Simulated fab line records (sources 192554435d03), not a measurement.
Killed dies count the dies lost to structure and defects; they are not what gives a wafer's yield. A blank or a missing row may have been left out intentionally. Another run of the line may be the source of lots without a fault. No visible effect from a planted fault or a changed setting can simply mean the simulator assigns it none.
Matching of chambers :: flow n5-finfet :: rie-diel-06 running N5_BEOL_M1_STRIP_19: 4 sister chambers
The step strips in O2. 24 wafers are shown with their chamber, then 12 later ones without.

## WAFERS WITH THEIR CHAMBER
wafer: L074.1
chamber: 3
drypump-motor-current-A (A): 5.4
showerhead-plenum-p-Torr (Torr): 2.07
throttle-valve-pct (%): 16.63

wafer: L074.3
chamber: 0
drypump-motor-current-A (A): 6.4
showerhead-plenum-p-Torr (Torr): 2.21
throttle-valve-pct (%): 16.34

wafer: L074.5
chamber: 1
drypump-motor-current-A (A): 5.4
showerhead-plenum-p-Torr (Torr): 2.09
throttle-valve-pct (%): 16.77

wafer: L077.2
chamber: 1
drypump-motor-current-A (A): 5.4
showerhead-plenum-p-Torr (Torr): 2.09
throttle-valve-pct (%): 16.77

wafer: L077.4
chamber: 1
drypump-motor-current-A (A): 5.4
showerhead-plenum-p-Torr (Torr): 2.09
throttle-valve-pct (%): 16.78

wafer: L077.5
chamber: 3
drypump-motor-current-A (A): 5.5
showerhead-plenum-p-Torr (Torr): 2.07
throttle-valve-pct (%): 16.64

wafer: L079.1
chamber: 3
drypump-motor-current-A (A): 5.4
showerhead-plenum-p-Torr (Torr): 2.07
throttle-valve-pct (%): 16.67

wafer: L079.2
chamber: 0
drypump-motor-current-A (A): 6.4
showerhead-plenum-p-Torr (Torr): 2.20
throttle-valve-pct (%): 16.37

wafer: L079.6
chamber: 1
drypump-motor-current-A (A): 5.4
showerhead-plenum-p-Torr (Torr): 2.08
throttle-valve-pct (%): 16.77

wafer: L080.2
chamber: 0
drypump-motor-current-A (A): 6.4
showerhead-plenum-p-Torr (Torr): 2.20
throttle-valve-pct (%): 16.39

wafer: L080.3
chamber: 2
drypump-motor-current-A (A): 6.5
showerhead-plenum-p-Torr (Torr): 2.05
throttle-valve-pct (%): 16.23

wafer: L080.4
chamber: 1
drypump-motor-current-A (A): 5.4
showerhead-plenum-p-Torr (Torr): 2.08
throttle-valve-pct (%): 16.78

wafer: L085.2
chamber: 3
drypump-motor-current-A (A): 5.4
showerhead-plenum-p-Torr (Torr): 2.06
throttle-valve-pct (%): 16.70

wafer: L085.4
chamber: 0
drypump-motor-current-A (A): 6.4
showerhead-plenum-p-Torr (Torr): 2.20
throttle-valve-pct (%): 16.42

wafer: L085.6
chamber: 1
drypump-motor-current-A (A): 5.4
showerhead-plenum-p-Torr (Torr): 2.08
throttle-valve-pct (%): 16.82

wafer: L088.2
chamber: 0
drypump-motor-current-A (A): 6.4
showerhead-plenum-p-Torr (Torr): 2.20
throttle-valve-pct (%): 16.42

wafer: L088.3
chamber: 1
drypump-motor-current-A (A): 5.4
showerhead-plenum-p-Torr (Torr): 2.08
throttle-valve-pct (%): 16.81

wafer: L088.5
chamber: 1
drypump-motor-current-A (A): 5.4
showerhead-plenum-p-Torr (Torr): 2.08
throttle-valve-pct (%): 16.83

wafer: L089.3
chamber: 2
drypump-motor-current-A (A): 6.5
showerhead-plenum-p-Torr (Torr): 2.05
throttle-valve-pct (%): 16.27

wafer: L089.5
chamber: 2
drypump-motor-current-A (A): 6.5
showerhead-plenum-p-Torr (Torr): 2.05
throttle-valve-pct (%): 16.27

wafer: L089.6
chamber: 3
drypump-motor-current-A (A): 5.5
showerhead-plenum-p-Torr (Torr): 2.06
throttle-valve-pct (%): 16.70

wafer: L092.2
chamber: 3
drypump-motor-current-A (A): 5.4
showerhead-plenum-p-Torr (Torr): 2.06
throttle-valve-pct (%): 16.71

wafer: L092.4
chamber: 1
drypump-motor-current-A (A): 5.4
showerhead-plenum-p-Torr (Torr): 2.08
throttle-valve-pct (%): 16.83

wafer: L092.6
chamber: 0
drypump-motor-current-A (A): 6.4
showerhead-plenum-p-Torr (Torr): 2.20
throttle-valve-pct (%): 16.40

SIGNATURES, as means of the wafers listed above
reading: drypump-motor-current-A
chamber 0: 6.400
chamber 1: 5.400
chamber 2: 6.500
chamber 3: 5.433
scatter within a chamber: 0.0258

reading: showerhead-plenum-p-Torr
chamber 0: 2.2017
chamber 1: 2.0833
chamber 2: 2.0500
chamber 3: 2.0650
scatter within a chamber: 0.00465

reading: throttle-valve-pct
chamber 0: 16.3900
chamber 1: 16.7956
chamber 2: 16.2567
chamber 3: 16.6750
scatter within a chamber: 0.0294
Rule: for a wafer and a chamber, the distance is found by dividing, reading by reading, the gap between the wafer's reading and the chamber's mean by the reading's scatter, squaring, summing and taking the root. The wafer belongs to the nearest chamber; if the next one is less than 2 further off, it can't be placed. The scatter: take each reading less its chamber's mean, square it, sum over the shown wafers, divide by the number of wafers less the number of chambers, and take the root.

## WAFERS WHOSE CHAMBER IS MISSING
wafer: L087.1
drypump-motor-current-A (A): 6.4
showerhead-plenum-p-Torr (Torr): 2.20
throttle-valve-pct (%): 16.41

wafer: L087.2
drypump-motor-current-A (A): 5.4
showerhead-plenum-p-Torr (Torr): 2.06
throttle-valve-pct (%): 16.70

wafer: L087.3
drypump-motor-current-A (A): 6.5
showerhead-plenum-p-Torr (Torr): 2.05
throttle-valve-pct (%): 16.26

wafer: L086.3
drypump-motor-current-A (A): 5.4
showerhead-plenum-p-Torr (Torr): 2.08
throttle-valve-pct (%): 16.83

wafer: L086.4
drypump-motor-current-A (A): 6.5
showerhead-plenum-p-Torr (Torr): 2.05
throttle-valve-pct (%): 16.27

wafer: L086.5
drypump-motor-current-A (A): 6.3
showerhead-plenum-p-Torr (Torr): 2.20
throttle-valve-pct (%): 16.43

wafer: L096.1
drypump-motor-current-A (A): 6.4
showerhead-plenum-p-Torr (Torr): 2.20
throttle-valve-pct (%): 16.42

wafer: L096.4
drypump-motor-current-A (A): 5.4
showerhead-plenum-p-Torr (Torr): 2.06
throttle-valve-pct (%): 16.72

wafer: L096.5
drypump-motor-current-A (A): 5.4
showerhead-plenum-p-Torr (Torr): 2.08
throttle-valve-pct (%): 16.82

wafer: L097.1
drypump-motor-current-A (A): 5.4
showerhead-plenum-p-Torr (Torr): 2.06
throttle-valve-pct (%): 16.71

wafer: L097.3
drypump-motor-current-A (A): 5.4
showerhead-plenum-p-Torr (Torr): 2.07
throttle-valve-pct (%): 16.85

wafer: L097.6
drypump-motor-current-A (A): 6.5
showerhead-plenum-p-Torr (Torr): 2.04
throttle-valve-pct (%): 16.28

## CHAMBER TAKEN BY EACH
wafer: L087.1
from the rows above: 0
in truth: 0

wafer: L087.2
from the rows above: 3
in truth: 3

wafer: L087.3
from the rows above: 2
in truth: 2

wafer: L086.3
from the rows above: 1
in truth: 1

wafer: L086.4
from the rows above: 2
in truth: 2

wafer: L086.5
from the rows above: 0
in truth: 0

wafer: L096.1
from the rows above: 0
in truth: 0

wafer: L096.4
from the rows above: 3
in truth: 3

wafer: L096.5
from the rows above: 1
in truth: 1

wafer: L097.1
from the rows above: 3
in truth: 3

wafer: L097.3
from the rows above: 1
in truth: 1

wafer: L097.6
from the rows above: 2
in truth: 2
12 of 12 placed correctly. Number that these rows cannot place: 0. Number placed wrongly: 0.
